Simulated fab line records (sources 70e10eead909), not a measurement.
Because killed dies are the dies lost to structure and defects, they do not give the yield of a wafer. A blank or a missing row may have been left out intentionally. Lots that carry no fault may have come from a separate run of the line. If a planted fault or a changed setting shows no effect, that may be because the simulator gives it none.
A lot that was struck, set against a sound lot :: flow nand-harc :: 15 out of 1159 route steps
Sound: wafers L511.2, L511.5, L511.6. Wafers struck: L501.3, L501.5, L501.6. The cause is named last.
At each step with rows: each side's tool, then ch and its chambers, then its first start. Under that, the readings that differ: sound wafers :: struck wafers :: difference of the means :: sigmas: that difference in standard deviations of wafers without a fault.
alike: words and numbers the same on both sides, and readings whose means are apart by under 2 such deviations; not compared: readings that were withheld, readings missing a value for some wafer, numbers with overlapping values and no deviation given by the record, and bounds like >300 which may hide the same value.
The two part at a step that has a row with sigmas, a row that says differs or no value, or rows on one side only. Numbers that don't overlap but have no deviation are shown without sigmas and don't part them. A reading missing from all wafers of one side parts the sides only when that side holds two or more wafers.

first, 8 steps without rows for these wafers: NHARC_A_ZERO_WELL_HMDS_03 (time 30 s); NHARC_A_ZERO_WELL_COAT_18 (time 65 s); NHARC_A_ZERO_WELL_COAT_04 (resist thk 600 nm); NHARC_A_ZERO_WELL_SOFTBAKE_05 (time 70 s); NHARC_A_ZERO_WELL_EBR_06; NHARC_A_ZERO_WELL_EXPOSE_07 (exposes mask A ZERO); NHARC_A_ZERO_WELL_PEB_08 (peb time 80 s); NHARC_A_ZERO_WELL_DEVELOP_09 (time 50 s).
NHARC_A_ZERO_WELL_CD_MEAS_10: target cd 2000 nm.
  sound on cd-sem-01 ch 0, day 11 23:25; struck on cd-sem-01 ch 0, day 9 22:39
  alike: cd-nm
then, 1 step without rows for these wafers: NHARC_A_ZERO_WELL_HARDBAKE_11 (time 65 s).
NHARC_A_ZERO_WELL_DESCUM_12: chemistry O2, time 3 s.
  sound on rie-diel-07 ch 0,1,2, day 11 23:35; struck on rie-diel-07 ch 1,2,3, day 9 22:50
  alike: chamber-pressure-mTorr, drypump-motor-current-A, o2-flow-sccm, oes-product-au, rf-vpp-V, showerhead-plenum-p-Torr, throttle-valve-pct
  not compared: rf-hours-counter-h
NHARC_A_ZERO_WELL_ETCH_19: etches the open film in N2/H2, target depth 80 nm, overetch 24 nm, time 87.88 s.
  sound on rie-diel-07 ch 0,1,3, day 11 23:40; struck on rie-diel-07 ch 1,2, day 9 22:54
reading: oes-product-au (a.u.)
sound: 1.007 1.009 1.005
struck: 0.981 0.979 0.994
difference: -0.022
sigmas: -3
  alike: bias-w, chamber-pressure-mTorr, drypump-motor-current-A, rf-vpp-V, showerhead-plenum-p-Torr, throttle-valve-pct
  not compared: rf-hours-counter-h
NHARC_A_ZERO_WELL_ETCH_13: etches the open film in HBr/Cl2, target depth 120 nm, time 40.1 s.
  sound on rie-si-03 ch 0,1,3, day 11 23:48; struck on rie-si-03 ch 0,1,3, day 9 23:03
  no value came back on the struck wafers for any of 7 readings (bias-w (W), chamber-pressure-mTorr (mTorr) and others); on the sound wafers bias-w (W) reads 99.57 99.62 100.17
  not compared: rf-hours-counter-h
then, 1 step without rows for these wafers: NHARC_A_ZERO_WELL_STRIP_14 (strips in SPM, time 900 s).
-- jump in the record: it breaks off in module A_ZERO_WELL and resumes in module END (first step shown: number 1159 of the route), and 12 days separate the struck wafers' starts before and after --
NHARC_END_SORT_01:
  sound on prober-02 ch 0, day 24 15:49; struck on prober-02 ch 0, day 22 00:26
reading: hold
sound: - - -
struck: await-dispo/1.9h/scrap await-dispo/1.9h/scrap await-dispo/1.9h/scrap
difference: no value on the sound wafers
sigmas: 

reading: killed-at-array
sound: 23 22 21
struck: 675 675 675
difference: +653
sigmas: +65

reading: killed-at-periphery
sound: 12 13 4
struck: 1 2 2
difference: -8
sigmas: -3

reading: killed-dies
sound: 35 35 25
struck: 677 677 677
difference: +645
sigmas: +67
  alike: killed-at-other, killed-open, killed-short

## WHERE THEY PART
Earliest at NHARC_A_ZERO_WELL_ETCH_19; latest, in this record, at NHARC_END_SORT_01.

WHY: what had been put in by the simulator
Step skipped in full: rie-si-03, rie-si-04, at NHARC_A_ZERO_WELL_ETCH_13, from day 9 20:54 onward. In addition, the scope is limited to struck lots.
